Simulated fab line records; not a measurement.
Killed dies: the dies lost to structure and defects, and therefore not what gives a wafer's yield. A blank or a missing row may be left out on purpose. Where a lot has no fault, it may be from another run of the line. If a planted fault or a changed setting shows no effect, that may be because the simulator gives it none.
fab line records ; flow n5Finfet
[record] lots = 10; wafers = 29; lastDay = 17
route steps=1938 shown BEOL_M2@924 BEOL_M3@931 BEOL_M4@1111 PASSIVATION@1936
lots that met no fault: from a run of the same line without faults
startH: the number of hours between the record's first day and the start of the first shown wafer of the lot ; waitH: time in hours since the lot's previous step ; " unchanged from the row above ; L1.1+2: a single row standing in for several wafers ; - no value, or no start given ; * or withheld: withheld ; < > ~ a bound
route shown NAME@n: a module of which the file shows steps, and the number in the route of the first ; usual: the fault-free wafers' mean and standard deviation ; same: alike in all rows ; chamber/n: place in a boat ; sites: readings site by site ; _std_site: standard deviation of those values ; _edge_site: the outer-site mean with the inner-site mean subtracted ; radiusMm: how far each site lies from the wafer's centre ; mask NAME#n: copy n ; behind: the last tool/chamber to shape the wafer ; hold: why the lot went on hold/how many hours it stayed there/how the hold came to an end ; device: the n, p or np transistor that did not switch ; end of line: at the end of the route, the tests of the same wafers ; for a step that has no rows: nothing shown but its recipe ; killed: the dies lost at the first sort to structure and to defects; this is not the yield of the wafer ; map: dies across one wafer; x = killed, . = not, _ = none there
set.NAME: the setting as run; set.NAME@STEP: as run at that earlier step ; model.NAME: the simulator's own value behind a step, which no gauge read
a sample of lots followed through the steps of the route, with each step as a table and each wafer as a row
services: the hour from which a tool's chamber was out of use, counted from the record's first day as startH (under 0 if before that day), plus the number of hours and why
[[steps]]
[step N5_BEOL_M2_THK_MEAS_53]
[recipe] thkMeasGauge = xrf; reads = Cu_of_BEOL_M2_ECD_50
[usual] M2_THK = 39.0/2
lot.wafer;tool;chamber;startH;waitH;M2_THK[nm]
L156.3;filmMetro-01;-;149.43;-;39.7
L156.5;filmMetro-01;-;149.43;-;40.6
L156.6;filmMetro-01;-;149.43;-;38.8
L154.2;filmMetro-01;-;150.75;-;39.4
L154.4;filmMetro-01;-;150.75;-;35.8
L154.5;filmMetro-01;-;150.75;-;38.3
L157.2;filmMetro-02;-;162.88;-;45.1
L157.3;filmMetro-02;-;162.88;-;41.8
L157.4;filmMetro-02;-;162.88;-;39.7
L159.2;filmMetro-01;-;170.15;-;38.0
L159.3;filmMetro-01;-;170.15;-;43.9
L159.6;filmMetro-01;-;170.15;-;44.5
L160.3;filmMetro-01;-;183.34;-;39.4
L160.4;filmMetro-01;-;183.34;-;41.0
L160.6;filmMetro-01;-;183.34;-;41.0
L161.3;filmMetro-02;-;191.29;-;41.2
L161.4;filmMetro-02;-;191.29;-;35.6
L161.6;filmMetro-02;-;191.29;-;39.7
L165.1;filmMetro-02;-;212.80;-;37.7
L165.5;filmMetro-02;-;212.80;-;38.0
L171.2;filmMetro-02;-;246.43;-;41.0
L171.4;filmMetro-02;-;246.43;-;38.9
L171.6;filmMetro-02;-;246.43;-;40.0
L172.2;filmMetro-01;-;259.67;-;35.4
L172.4;filmMetro-01;-;259.67;-;38.4
L172.6;filmMetro-01;-;259.67;-;35.5
L176.2;filmMetro-01;-;279.14;-;38.1
L176.4;filmMetro-01;-;279.14;-;37.3
L176.6;filmMetro-01;-;279.14;-;38.9
[step N5_BEOL_M2_PRE_CLEAN_60]
[recipe] gas = NH3/H2; timeS = 15; tempC = *; rfPowerW = 300
[usual] heaterPowerW = 91/19
lot.wafer;tool;chamber;startH;waitH;heaterPowerW
L156.3;cvdCo-02;1;149.47;0.0;57
L156.5;cvdCo-02;2;149.47;0.0;83
L156.6;cvdCo-02;0;149.47;0.0;97
L154.2;cvdCo-01;0;150.79;0.0;109
L154.4;cvdCo-01;1;150.79;0.0;104
L154.5;cvdCo-01;0;150.79;0.0;106
L157.2;cvdCo-02;0;162.92;0.0;98
L157.3;cvdCo-02;1;162.92;0.0;56
L157.4;cvdCo-02;0;162.92;0.0;96
L159.2;cvdCo-02;2;170.18;0.0;81
L159.3;cvdCo-02;1;170.18;0.0;58
L159.6;cvdCo-02;1;170.18;0.0;56
L160.3;cvdCo-02;2;183.39;0.0;82
L160.4;cvdCo-02;0;183.39;0.0;98
L160.6;cvdCo-02;2;183.39;0.0;81
L161.3;cvdCo-01;1;191.34;0.1;108
L161.4;cvdCo-01;0;191.34;0.1;108
L161.6;cvdCo-01;1;191.34;0.1;105
L165.1;cvdCo-01;0;212.84;0.0;110
L165.5;cvdCo-01;1;212.84;0.0;104
L171.2;cvdCo-02;2;246.47;0.0;82
L171.4;cvdCo-02;2;246.47;0.0;84
L171.6;cvdCo-02;1;246.47;0.0;56
L172.2;cvdCo-01;1;259.70;0.0;108
L172.4;cvdCo-01;1;259.70;0.0;107
L172.6;cvdCo-01;0;259.70;0.0;110
L176.2;cvdCo-01;1;279.18;0.0;109
L176.4;cvdCo-01;1;279.18;0.0;109
L176.6;cvdCo-01;0;279.18;0.0;108
[step N5_BEOL_M3_ILD_DEP_00]
[recipe] material = SiOC; targetThkA = 790; tempC = 350; precursor = DEMS/O2; pressureTorr = 5; rfW = 500; timeS = 15.3
[usual] heaterPowerW = 453/52; showerheadPlenumPTorr = 5.696/0.016; susceptorTempC = 350.01/0.21; throttleValvePct = 12.0/0.6
lot.wafer;tool;chamber;startH;waitH;heaterPowerW;showerheadPlenumPTorr;susceptorTempC;throttleValvePct
L156.3;pecvd-01;0;149.78;0.0;480;5.705;350.17;11.2
L156.5;pecvd-01;0;149.78;0.0;473;5.702;349.95;11.4
L156.6;pecvd-01;1;149.78;0.0;379;5.714;350.19;11.8
L154.2;pecvd-01;2;151.14;0.0;374;5.685;349.60;11.6
L154.4;pecvd-01;2;151.14;0.0;367;5.688;350.31;11.6
L154.5;pecvd-01;0;151.14;0.0;429;5.709;350.20;11.3
L157.2;pecvd-01;1;163.21;0.0;460;5.725;350.20;11.9
L157.3;pecvd-01;0;163.21;0.0;466;5.715;350.14;10.9
L157.4;pecvd-01;1;163.21;0.0;461;5.710;349.79;12.0
L159.2;pecvd-03;0;170.53;0.0;443;5.678;349.86;13.4
L159.3;pecvd-03;1;170.53;0.0;453;5.670;350.04;12.0
L159.6;pecvd-03;2;170.53;0.0;441;5.706;350.05;11.6
L160.3;pecvd-02;1;183.72;0.1;407;5.699;349.50;12.4
L160.4;pecvd-02;2;183.72;0.1;459;5.681;350.13;13.3
L160.6;pecvd-02;2;183.72;0.1;457;5.688;350.20;12.8
L161.3;pecvd-03;2;191.67;0.0;522;5.707;349.77;12.0
L161.4;pecvd-03;1;191.67;0.0;449;5.679;350.41;12.0
L161.6;pecvd-03;2;191.67;0.0;522;5.723;349.75;11.7
L165.1;pecvd-03;1;213.21;0.0;447;5.682;350.02;12.1
L165.5;pecvd-03;1;213.21;0.0;454;5.675;349.83;12.0
L171.2;pecvd-01;1;246.75;0.0;489;5.701;359.38;11.8
L171.4;pecvd-01;2;246.75;0.0;459;5.692;359.19;11.6
L171.6;pecvd-01;0;246.75;0.0;514;5.701;359.13;11.4
L172.2;pecvd-01;2;260.05;0.0;394;5.693;359.15;11.9
L172.4;pecvd-01;0;260.05;0.0;500;5.700;359.25;11.4
L172.6;pecvd-01;1;260.05;0.0;498;5.692;359.05;12.2
L176.2;pecvd-01;2;279.52;0.0;444;5.685;359.33;12.0
L176.4;pecvd-01;2;279.52;0.0;442;5.685;359.10;11.5
L176.6;pecvd-01;1;279.52;0.0;412;5.710;359.34;11.9
[step N5_BEOL_M3_PECVD_72]
[recipe] material = SiO2; targetThkA = 160; tempC = 400; precursor = TEOS/O2; pressureTorr = 5.5; rfW = 450; teosFlowSccm = 53.8; gas = O2; flowSccm = 3000; timeS = 18
[usual] heaterPowerW = 685/83; showerheadPlenumPTorr = 8.78/0.055; throttleValvePct = 22.4/1.2
lot.wafer;tool;chamber;startH;waitH;heaterPowerW;showerheadPlenumPTorr;throttleValvePct
L156.3;pecvd-02;0;149.89;0.0;847;8.78;21.0
L156.5;pecvd-02;2;149.89;0.0;582;8.73;24.2
L156.6;pecvd-02;1;149.89;0.0;678;8.80;23.6
L154.2;pecvd-01;2;151.25;0.0;612;8.73;21.9
L154.4;pecvd-01;2;151.25;0.0;600;8.74;21.7
L154.5;pecvd-01;0;151.25;0.0;704;8.83;21.2
L157.2;pecvd-02;1;163.31;0.0;711;8.81;23.6
L157.3;pecvd-02;2;163.31;0.0;658;8.73;23.9
L157.4;pecvd-02;0;163.31;0.0;840;8.79;21.0
L159.2;pecvd-02;1;170.63;0.0;704;8.80;23.8
L159.3;pecvd-02;2;170.63;0.0;606;8.71;24.1
L159.6;pecvd-02;1;170.63;0.0;721;8.82;23.6
L160.3;pecvd-01;1;183.82;0.0;698;8.81;22.2
L160.4;pecvd-01;1;183.82;0.0;707;8.84;22.0
L160.6;pecvd-01;2;183.82;0.0;612;8.74;21.9
L161.3;pecvd-02;0;191.77;0.0;763;8.79;21.1
L161.4;pecvd-02;1;191.77;0.0;702;8.81;23.5
L161.6;pecvd-02;2;191.77;0.0;681;8.71;24.3
L165.1;pecvd-01;0;213.31;0.0;726;8.81;20.9
L165.5;pecvd-01;2;213.31;0.0;553;8.75;22.0
L171.2;pecvd-03;0;246.86;0.0;690;8.71;25.0
L171.4;pecvd-03;2;246.86;0.0;748;8.88;21.9
L171.6;pecvd-03;0;246.86;0.0;686;8.72;24.5
L172.2;pecvd-02;1;260.15;0.0;662;8.79;23.7
L172.4;pecvd-02;0;260.15;0.0;922;8.80;21.1
L172.6;pecvd-02;1;260.15;0.0;675;8.81;23.5
L176.2;pecvd-02;0;279.64;0.0;893;8.80;21.1
L176.4;pecvd-02;0;279.64;0.0;883;8.80;21.1
L176.6;pecvd-02;2;279.64;0.0;631;8.69;22.0
[step N5_BEOL_M4_RC_MEAS_101]
[usual] DIBL_N = 36.1/2; DIBL_P = 36.3/2.4; IOFF_N = 0.15/0.035; IOFF_P = 0.21/0.039; ION_N = 672/15; ION_P = 463/9.7; SS_N = 71.5/0.7; SS_P = 73.2/0.75; VT_N = 251/3.6; VT_P = -250/3.8
lot.wafer;tool;chamber;startH;waitH;DIBL_N[mV/V];DIBL_P[mV/V];IOFF_N[nA/um];IOFF_P[nA/um];ION_N[uA/um];ION_P[uA/um];SS_N[mV/dec];SS_P[mV/dec];VT_N[mV];VT_P[mV]
L154.2;prober-01;0;174.42;0.2;33.8;33.2;0.12;0.18;676;466;70.3;72.8;255;-252
L154.4;prober-01;0;174.42;0.2;35.8;36.5;0.14;0.22;670;468;71.2;73.4;252;-247
L154.5;prober-01;0;174.42;0.2;36.9;37.2;0.15;0.24;669;466;71.5;73.8;253;-248
L156.3;prober-01;0;176.51;0.3;32.3;33.3;0.11;0.18;672;481;71.6;72.3;254;-248
L156.5;prober-01;0;176.51;0.3;37.0;38.7;0.19;0.27;694;481;71.2;73.3;247;-245
L156.6;prober-01;0;176.51;0.3;35.8;37.5;0.16;0.25;688;484;71.5;73.6;249;-247
L157.2;prober-02;0;192.02;0.2;35.3;37.2;0.12;0.16;675;453;71.4;73.3;253;-258
L157.3;prober-02;0;192.02;0.2;31.4;32.2;0.08;0.11;637;439;69.7;71.6;260;-262
L157.4;prober-02;0;192.02;0.2;32.5;32.9;0.08;0.11;631;434;70.5;72.3;261;-262
L159.2;prober-02;0;195.51;0.2;37.0;38.5;0.18;0.27;695;480;71.8;74.5;247;-246
L159.3;prober-02;0;195.51;0.2;34.6;35.6;0.13;0.20;671;468;71.5;73.2;254;-248
L159.6;prober-02;0;195.51;0.2;35.8;36.7;0.16;0.23;691;478;70.7;74.0;248;-247
L160.3;prober-02;0;206.71;0.3;39.7;39.7;0.20;0.22;671;456;72.8;74.2;247;-252
L160.4;prober-02;0;206.71;0.3;37.9;38.4;0.16;0.20;676;462;72.7;73.3;250;-257
L160.6;prober-02;0;206.71;0.3;37.7;38.9;0.17;0.20;669;453;72.5;73.7;249;-253
L161.3;prober-01;0;214.52;0.8;35.6;35.5;0.15;0.21;667;464;71.7;73.1;250;-248
L161.4;prober-01;0;214.52;0.8;33.7;34.3;0.15;0.19;670;457;70.9;72.5;249;-248
L161.6;prober-01;0;214.52;0.8;35.2;35.2;0.16;0.21;677;461;71.2;73.4;246;-249
L165.1;prober-02;0;239.84;0.0;37.0;37.7;0.18;0.24;682;470;72.2;73.9;246;-246
L165.5;prober-02;0;239.84;0.0;38.6;39.9;0.22;0.30;697;473;72.5;74.0;246;-245
L171.2;prober-02;0;279.34;0.2;37.7;37.9;0.17;0.25;685;477;72.1;73.7;249;-248
L171.4;prober-02;0;279.34;0.2;36.5;36.8;0.17;0.25;682;478;71.6;73.6;249;-247
L171.6;prober-02;0;279.34;0.2;33.0;32.1;0.10;0.16;655;458;70.3;71.6;259;-254
L172.2;prober-02;0;284.55;0.2;40.0;41.2;0.21;0.27;683;461;72.2;74.7;249;-249
L172.4;prober-02;0;284.55;0.2;36.1;36.9;0.13;0.21;654;453;70.9;73.5;253;-251
L172.6;prober-02;0;284.55;0.2;42.3;42.9;0.26;0.31;692;468;73.1;75.0;243;-245
L176.2;prober-01;0;311.10;0.2;36.3;35.1;0.13;0.21;647;451;71.1;72.2;254;-247
L176.4;prober-01;0;311.10;0.2;39.6;39.1;0.19;0.27;680;464;72.3;73.1;246;-248
L176.6;prober-01;0;311.10;0.2;36.0;34.1;0.12;0.19;656;458;71.3;72.6;256;-253
[step N5_PASSIVATION_PROBE_49]
[usual] defectLimitedYield = 91.1/1.6; killed_at_M0_to_M3 = 35/11; killed_at_M4_up = 13/5.4; killedAtContacts = 13/6.5; killedAtFrontEnd = 40/14; killedAtOther = 4/3.1; killedDies = 105/18; killedOpen = 69/14; killedShort = 34/7.3; sort_bin_5_function = 5.2/0.96; sort_bin_6_memory = 3.4/0.77; sort_bin_8_speed = 0.02/0.13; sortNPass = 1075/19; sortYieldPct = 91.1/1.6
[same] grossDies = 1180; killedAtBackSide = 0; sort_bin_4_leakage[%] = 0
lot.wafer;tool;chamber;startH;waitH;defectLimitedYield[%];killed_at_M0_to_M3;killed_at_M4_up;killedAtContacts;killedAtFrontEnd;killedAtOther;killedDies;killedOpen;killedShort;sort_bin_5_function[%];sort_bin_6_memory[%];sort_bin_8_speed[%];sortNPass;sortYieldPct[%]
L156.3;prober-01;-;281.69;0.1;93.9;31;12;5;21;3;72;46;20;4.2;1.7;0;1108;93.9
L156.5;prober-01;-;281.79;0.2;93.6;28;10;3;33;1;75;46;28;3.1;2.9;0;1105;93.6
L156.6;prober-01;-;281.84;0.3;91.5;40;3;14;35;8;100;62;38;5.2;2.8;0;1080;91.5
L159.2;prober-02;-;308.50;0.1;90.8;30;13;24;38;3;108;73;34;4.2;4.4;0;1072;90.8
L159.3;prober-02;-;308.55;0.1;91.4;35;18;13;33;2;101;68;32;5.2;3.2;0;1079;91.4
L159.6;prober-02;-;308.70;0.3;92.5;34;11;8;32;3;88;57;31;4.8;2.4;0;1092;92.5
L161.3;prober-02;-;317.67;0.1;90.8;33;16;19;38;2;108;79;29;6.2;2.8;0;1072;90.8
L161.4;prober-02;-;317.72;0.2;92.4;25;15;20;28;2;90;65;25;4.5;2.9;0;1090;92.4
L161.6;prober-02;-;317.82;0.3;92.6;25;15;19;24;4;87;57;30;4.2;3.0;0;1093;92.6
L172.4;prober-02;-;387.56;0.2;89.2;44;7;8;58;10;127;75;34;5.9;3.3;0;1053;89.2
// killed by level:class
L156.3 BEOL_M0_SAQP:geometricParticle:open=11 BEOL_M0_SAQP:geometricParticle:short=7 FIN_SAQP:geometricParticle:open=5 MOL_CONTACT_COAG:geometricParticle:open=4 BEOL_M1:geometricParticle:open=4 FIN_SAQP:geometricParticle:short=3 DUMMY_GATE:geometricParticle:open=3 BEOL_M2:geometricParticle:open=3
L156.5 BEOL_M0_SAQP:geometricParticle:short=9 BEOL_M2:geometricParticle:open=7 BEOL_M0_SAQP:geometricParticle:open=6 BEOL_M5:geometricParticle:open=5 STI_FIN_REVEAL:geometricParticle:open=5 FIN_SAQP:geometricParticle:open=4 STARTING-WAFER:geometricParticle:short=4 DUMMY_GATE:geometricParticle:open=3
L156.6 BEOL_M1:geometricParticle:open=13 MOL_CONTACT_COAG:geometricParticle:open=10 BEOL_M2:geometricParticle:open=7 STI_FIN_REVEAL:geometricParticle:open=6 FIN_SAQP:geometricParticle:open=5 ILD0:geometricParticle:short=5 BEOL_M0_SAQP:geometricParticle:open=5 BEOL_M0_SAQP:geometricParticle:short=5
L159.2 MOL_CONTACT_COAG:geometricParticle:open=20 FIN_SAQP:geometricParticle:open=14 FIN_SAQP:geometricParticle:short=11 BEOL_M1:geometricParticle:open=11 BEOL_M1:geometricParticle:short=7 BEOL_M4:geometricParticle:open=6 BEOL_M3:geometricParticle:open=5 MOL_CONTACT_COAG:geometricParticle:short=4
L159.3 BEOL_M1:geometricParticle:open=14 BEOL_M4:geometricParticle:open=11 MOL_CONTACT_COAG:geometricParticle:open=10 STI_FIN_REVEAL:geometricParticle:open=8 FIN_SAQP:geometricParticle:open=7 BEOL_M2:geometricParticle:open=6 BEOL_M1:geometricParticle:short=6 FIN_SAQP:geometricParticle:short=5
L159.6 BEOL_M1:geometricParticle:open=11 FIN_SAQP:geometricParticle:open=8 DUMMY_GATE:geometricParticle:open=6 MOL_CONTACT_COAG:geometricParticle:open=6 BEOL_M0_SAQP:geometricParticle:open=5 BEOL_M1:geometricParticle:short=5 STARTING-WAFER:geometricParticle:open=5 BEOL_M0:geometricParticle:open=4
L161.3 MOL_CONTACT_COAG:geometricParticle:open=14 BEOL_M3:geometricParticle:open=9 FIN_SAQP:geometricParticle:open=8 BEOL_M2:geometricParticle:open=8 FIN_SAQP:geometricParticle:short=7 MOL_CONTACT_COAG:geometricParticle:short=5 BEOL_M0_SAQP:geometricParticle:open=5 BEOL_M0_SAQP:geometricParticle:short=5
L161.4 MOL_CONTACT_COAG:geometricParticle:open=17 STI_FIN_REVEAL:geometricParticle:open=7 BEOL_M3:geometricParticle:open=7 BEOL_M1:geometricParticle:open=5 BEOL_M6:geometricParticle:open=5 DUMMY_GATE:geometricParticle:open=4 GATE_CUT:geometricParticle:short=4 BEOL_M0_SAQP:geometricParticle:short=4
L161.6 MOL_CONTACT_COAG:geometricParticle:open=14 BEOL_M3:geometricParticle:open=10 DUMMY_GATE:geometricParticle:open=5 MOL_CONTACT_COAG:geometricParticle:short=5 BEOL_M4:geometricParticle:short=5 FIN_SAQP:geometricParticle:open=4 BEOL_M2:geometricParticle:short=4 BEOL_M3:geometricParticle:short=4
L172.4 STI_FIN_REVEAL:geometricParticle:open=16 HKMG_FIN:areaEtch=12 BEOL_M0_SAQP:geometricParticle:open=11 BEOL_M2:geometricParticle:open=7 FIN_SAQP:geometricParticle:open=7 BEOL_M1:geometricParticle:open=7 BEOL_M3:geometricParticle:open=6 FIN_CUT:areaEtch=6
[[services]]
tool;chamber;startH;hours;kind
pecvd-01;0;130.57;2.1;scheduledDown
cvdCo-01;0;130.80;2.9;repair
pecvd-02;-;132.37;0.5;repair
pecvd-01;-;139.80;3.4;repair
cvdCo-01;2;149.45;242.0;repair
pecvd-02;-;153.19;2.8;pm
cvdCo-01;-;153.22;14.6;pm
cvdCo-02;0;170.03;4.6;repair
pecvd-02;0;174.57;9.4;repair
cvdCo-01;-;176.37;1.5;repair
cvdCo-01;-;187.30;0.4;repair
pecvd-02;-;195.94;0.3;repair
cvdCo-02;-;201.09;1.2;repair
pecvd-02;2;202.40;-;clean
pecvd-02;2;202.40;-;consumableReplace:showerhead
pecvd-02;2;202.40;29.0;scheduledDown
pecvd-02;2;202.40;29.0;ventCycle
pecvd-01;-;203.80;6.0;pm
pecvd-02;0;207.39;2.1;scheduledDown
cvdCo-02;2;210.82;15.3;repair
pecvd-03;-;224.03;1.4;repair
pecvd-03;1;263.80;5.5;scheduledDown
pecvd-02;2;276.84;2.1;scheduledDown
[[key]]
[firstSign] step = N5_BEOL_M3_ILD_DEP_00; reading = susceptorTempC; direction = up; sigmas = 45; usual = *; struck = *
effect none on later readings
metAt N5_BEOL_M3_ILD_DEP_00
struckLots L171,L172,L176
[baselineLoss] step = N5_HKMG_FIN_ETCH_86; wafers = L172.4
notActingAt N5_BEOL_M2_THK_MEAS_53,N5_BEOL_M2_PRE_CLEAN_60,N5_BEOL_M3_PECVD_72
onsetBetween 163.21 246.75
[fault] kind = processParameterDrift; tool = pecvd-01; chamber = -; onsetH = 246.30; steps = N5_BEOL_M3_ILD_DEP_00; channel = tempC; offset = *; shape = step; endH = 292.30; actsIn = *; stated = *
// baselineLoss: these wafers lose ten dies or more at that step, a loss of the line's own and not of a fault; the sort's usual values leave them out
